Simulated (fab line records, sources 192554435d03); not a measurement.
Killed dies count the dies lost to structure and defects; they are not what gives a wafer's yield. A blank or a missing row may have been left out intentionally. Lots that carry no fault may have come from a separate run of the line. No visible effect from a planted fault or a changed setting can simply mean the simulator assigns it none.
Which tool was responsible?	flow n5-finfet	Sampling: 7 lots, 19 wafers, 5 of 1938 route steps

== WHAT THE GAUGES READ, wafer by wafer ==
N5_SD_EPI_N_CD_MEAS_09 targets a cd of 120 nm.
lot	measured	on	cd-nm (nm)
L607	day 3 11:43	cd-sem-03	120.0 119.9 118.7
L609	day 3 23:25	cd-sem-02	120.2 120.4 120.3
L611	day 4 09:10	cd-sem-02	120.5 121.4 120.5
L616	day 5 15:27	cd-sem-01	120.9 95.4 119.8
L619	day 6 10:29	cd-sem-01	120.3 96.5
L624	day 7 13:14	cd-sem-02	121.7 121.3
L628	day 8 17:35	cd-sem-02	119.3 120.8 120.1

== WHAT TOOL EACH LOT RAN ON (gives the tool, then ch and the chambers of the sampled wafers, and finally the start) ==
lot	N5_DUMMY_GATE_ETCH_31	N5_DUMMY_GATE_ETCH_42	N5_DUMMY_GATE_STRIP_48	N5_SD_EPI_N_PEB_07
L607	rie-diel-04 ch 1,2,3, day 3 10:07	rie-diel-03 ch 1,3, day 3 10:37	rie-diel-03 ch 1,3, day 3 10:40	litho-track-02 ch 0, day 3 11:40
L609	rie-diel-06 ch 1,2,3, day 3 21:41	rie-diel-06 ch 0,2,3, day 3 22:11	rie-diel-06 ch 0,2,3, day 3 22:14	litho-track-02 ch 0, day 3 23:21
L611	rie-diel-03 ch 1,2,3, day 4 07:26	rie-diel-04 ch 0,1,3, day 4 07:55	rie-diel-04 ch 0,1,3, day 4 07:58	litho-track-03 ch 0, day 4 09:06
L616	rie-diel-06 ch 2,3, day 5 13:49	rie-diel-04 ch 0,1, day 5 14:19	rie-diel-04 ch 0,1, day 5 14:22	litho-track-02 ch 0, day 5 15:23
L619	rie-diel-06 ch 0,3, day 6 08:52	rie-diel-03 ch 1,3, day 6 09:22	rie-diel-03 ch 1,3, day 6 09:25	litho-track-02 ch 0, day 6 10:25
L624	rie-diel-03 ch 1,2, day 7 11:22	rie-diel-06 ch 1,2, day 7 12:03	rie-diel-06 ch 1,2, day 7 12:06	litho-track-03 ch 0, day 7 13:11
L628	rie-diel-06 ch 0,1,2, day 8 14:05	rie-diel-03 ch 1,2,3, day 8 14:34	rie-diel-03 ch 1,2,3, day 8 14:37	litho-track-03 ch 0, day 8 17:31
- N5_DUMMY_GATE_ETCH_31: etches SiO2 in C4F6/O2, target depth 82.5 nm, time 27.5 s.
- N5_DUMMY_GATE_ETCH_42: etches SiO2 in CHF3/O2, target depth 3.5 nm, time 31 s.
- N5_DUMMY_GATE_STRIP_48: strips in N2/H2, time 20 s.
- N5_SD_EPI_N_PEB_07: peb time 60 s.

== THE ANSWER, worked out from the rows above alone ==
Rule: what is usual is taken from the lots themselves. The widest of any qualifying gaps counts: lots, ordered by their means at a reading, are off when they make up no more than a third of the lots, leave a main group of 4 or more, and stand apart from it by 3 or more times the standard deviation of that group's means. A main group whose means are all the same, to the digits that the tables above print for the reading, isn't used. Also off: a lot with no number at a reading for which 4 or more lots have one. All remaining lots with rows at the step are treated as sound.
Off, at N5_SD_EPI_N_CD_MEAS_09 on cd-nm: L616, L619. For the main group the mean is 120.4 nm and the standard deviation 0.67.
If a tool, at a process step before that reading, ran all the lots that are off and no sound lot after the first of them, it fits. Those tools and the gauges at N5_SD_EPI_N_CD_MEAS_09 are tried in the same way. This does not decide it: 2 tools fit, namely litho-track-02 at N5_SD_EPI_N_PEB_07 and cd-sem-01 at N5_SD_EPI_N_CD_MEAS_09.

== WHAT THE SIMULATOR PUT IN ==
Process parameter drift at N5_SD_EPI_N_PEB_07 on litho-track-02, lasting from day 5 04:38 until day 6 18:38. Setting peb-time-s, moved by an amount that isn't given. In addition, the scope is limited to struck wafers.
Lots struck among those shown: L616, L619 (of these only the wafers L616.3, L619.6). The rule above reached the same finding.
